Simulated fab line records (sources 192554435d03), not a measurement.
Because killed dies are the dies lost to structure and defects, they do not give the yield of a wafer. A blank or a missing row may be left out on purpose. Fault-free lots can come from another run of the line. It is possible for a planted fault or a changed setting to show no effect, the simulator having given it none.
Struck lot and sound lot, side by side / flow n5Finfet / 16 steps out of a route of 1938
Sound: these wafers, L256.1, L256.2, L256.4. Struck: wafer L264.6. (L264.1, L264.4 of the same lot were not struck and are left out.) The cause comes at the end.
At each step with rows: each side's tool, then ch and its chambers, then its first start. Under that, the readings that differ: sound wafers / struck wafers / difference of the means / sigmas: that difference in standard deviations of wafers without a fault.
alike: readings with means less than 2 such deviations apart, plus words and numbers identical on both sides. not compared: withheld readings, readings lacking a value on some wafer, bounds such as >300 that could conceal the same value, and numbers that have no deviation in the record and whose values overlap.
Wherever a step has rows on one side only, a row that says differs or no value, or a row with sigmas, the two part there. Numbers that have no deviation but don't overlap get no sigmas and don't part them. A reading missing from all wafers of one side parts the sides only when that side holds two or more wafers.

first, 7 steps without rows for these wafers: N5_PMOS_HMC_CHANNEL_EPI_COAT_31 (time 60 s, resist thk 66 nm); N5_PMOS_HMC_CHANNEL_EPI_COAT_03 (resist thk 205 nm); N5_PMOS_HMC_CHANNEL_EPI_EBR_05; N5_PMOS_HMC_CHANNEL_EPI_SOFTBAKE_04 (time 60 s); N5_PMOS_HMC_CHANNEL_EPI_EXPOSE_06 (exposes mask PMOS HMC BLK, target cd 240 nm); N5_PMOS_HMC_CHANNEL_EPI_PEB_07 (peb time 60 s); N5_PMOS_HMC_CHANNEL_EPI_DEVELOP_08 (develop time 30 s).
N5_PMOS_HMC_CHANNEL_EPI_CD_MEAS_09: target cd 237.4 nm.
  sound on cdSem-02 ch 0, day 3 05:04; struck on cdSem-01 ch 0, day 5 05:11
  alike: cdNm
N5_PMOS_HMC_CHANNEL_EPI_OVL_MEAS_10:
  sound on overlay-01 ch 0, day 3 05:05; struck on overlay-01 ch 0, day 5 05:13
  alike: PMOS_HMC_BLK_OVL
N5_PMOS_HMC_CHANNEL_EPI_INSPECT_11: inspects for defects (macro).
  sound on defectInspect-01, day 3 05:07; struck on defectInspect-01, day 5 05:14
  alike: rawDefectCount
N5_PMOS_HMC_CHANNEL_EPI_DESCUM_14: chemistry O2, time 7.9 s.
  sound on rieDiel-01 ch 1,2,3, day 3 05:08; struck on rieDiel-04 ch 0, day 5 05:35
  alike: drypumpMotorCurrentA, oesProductAu, rfFwdPowerW, rfVppV, showerheadPlenumPTorr, throttleValvePct
  not compared: rfHoursCounterH
N5_PMOS_HMC_CHANNEL_EPI_ETCH_32: etches BARC in N2/H2, stops on SiO2, target depth 85.8 nm, time 50.3 s.
  sound on rieDiel-01 ch 1,2,3, day 3 05:11; struck on rieDiel-04 ch 0, day 5 05:37
  alike: drypumpMotorCurrentA, n2FlowSccm, oesProductAu, rfFwdPowerW, rfVppV, showerheadPlenumPTorr, throttleValvePct
  not compared: rfHoursCounterH
N5_PMOS_HMC_CHANNEL_EPI_HM_OPEN_15: chemistry CHF3/O2, target SiO2, target depth 40.6 nm, time 20.3 s.
  sound on rieDiel-01 ch 1,2,3, day 3 05:13; struck on rieDiel-04 ch 0, day 5 05:40
reading=model.CAR-ArF-block_of_PMOS_HMC_CHANNEL_EPI_COAT_03.thkNm (nm); sound=91.9 92.12 94.44; struck=76.81; difference=-16.01; sigmas=
reading=model.etch.depthNm (nm); sound=40.6 40.39 39.99; struck=56.31; difference=+15.98; sigmas=
  alike: drypumpMotorCurrentA, oesProductAu, rfFwdPowerW, rfVppV, showerheadPlenumPTorr, throttleValvePct
  not compared: rfHoursCounterH
N5_PMOS_HMC_CHANNEL_EPI_STRIP_33: strips in N2/H2.
  sound on rieDiel-01 ch 1,2,3, day 3 05:17; struck on rieDiel-04 ch 0, day 5 05:43
  alike: drypumpMotorCurrentA, n2FlowSccm, oesProductAu, rfVppV, showerheadPlenumPTorr, throttleValvePct
  not compared: rfHoursCounterH
-- a jump in the record: the struck wafers' starts before and after are 7 days apart (it breaks off in module PMOS_HMC_CHANNEL_EPI and resumes in module BEOL_M4, where the first step shown is number 1111 of the route) --
N5_BEOL_M4_RC_MEAS_101:
  sound on prober-02 ch 0, day 10 13:08; struck on prober-02 ch 0, day 12 14:01
reading=VT_P (mV); sound=-248.2 -248.5 -248.8; struck=-253.3; difference=-4.8; sigmas=-2
  alike: DIBL_N, DIBL_P, IOFF_N, IOFF_P, ION_N, ION_P, SS_N, SS_P, VT_N
-- here the record skips 5 days between the struck wafers' starts before and after, leaving off in module BEOL_M4 and picking up in module PASSIVATION (first step shown: number 1936 of the route) --
N5_PASSIVATION_PROBE_49:
  the record has rows for the struck wafers here (prober-01, day 17 08:43) and none for the sound ones

WHERE THEY PART
Earliest at N5_BEOL_M4_RC_MEAS_101; latest, in this record, at N5_PASSIVATION_PROBE_49.

WHY: what had been put in by the simulator
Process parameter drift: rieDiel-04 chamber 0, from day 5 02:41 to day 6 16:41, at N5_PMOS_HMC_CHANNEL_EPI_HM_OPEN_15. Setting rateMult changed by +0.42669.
